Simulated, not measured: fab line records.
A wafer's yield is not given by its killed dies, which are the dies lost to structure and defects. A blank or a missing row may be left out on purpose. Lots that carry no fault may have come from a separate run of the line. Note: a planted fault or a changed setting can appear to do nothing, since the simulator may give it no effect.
Matching of chambers -- flow nand harc -- 4 sister chambers for NHARC_A_WL_FILL_ETCHBACK_26 on rie si-05
The step etches the open film in HBr, target depth 52 nm, time 13.3 s. 8 wafers are shown with their chamber, then 8 later ones without.

== WAFERS, EACH WITH ITS CHAMBER ==
wafer,chamber,drypump motor current A (A),oes product au (a.u.)
L074.4,0,5.3,1.005
L086.3,3,5.6,1.003
L086.4,1,6.0,0.996
L086.6,2,6.0,0.985
L088.2,0,5.3,0.987
L088.5,1,5.9,0.990
L088.6,2,6.0,0.998
L091.2,3,5.7,1.005

== WAFERS WITHOUT THEIR CHAMBER ==
wafer,drypump motor current A (A),oes product au (a.u.)
L091.3,5.3,0.993
L091.5,5.3,0.999
L094.1,5.3,0.989
L094.3,6.0,0.995
L094.4,5.6,1.010
L093.4,6.0,1.000
L093.5,6.0,1.006
L093.6,5.9,1.002

== WHICH CHAMBER EACH ONE RAN IN ==
wafer,from the rows above,in truth
L091.3,0,0
L091.5,0,0
L094.1,0,0
L094.3,can't be placed: 2 or 1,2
L094.4,3,3
L093.4,can't be placed: 2 or 1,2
L093.5,can't be placed: 2 or 1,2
L093.6,can't be placed: 1 or 2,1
Correct placement for 4 of the 8. From these rows, 4 cannot be placed; in 4 the true chamber is one of the candidates. Number placed wrongly: 0.
How it was worked out, from the rows above alone: a wafer's distance from a chamber is the root of the sum, over the readings, of the square of ((its reading less the chamber's mean) divided by the reading's scatter). If the next closest chamber is less than 2 further off than the closest, the wafer can't be placed; otherwise it belongs to the closest. For every chamber, the mean is computed from those of its wafers that are shown. The scatter is the square root of a quotient: the sum, over the shown wafers, of each reading's squared deviation from its chamber's mean, divided by wafers minus chambers.
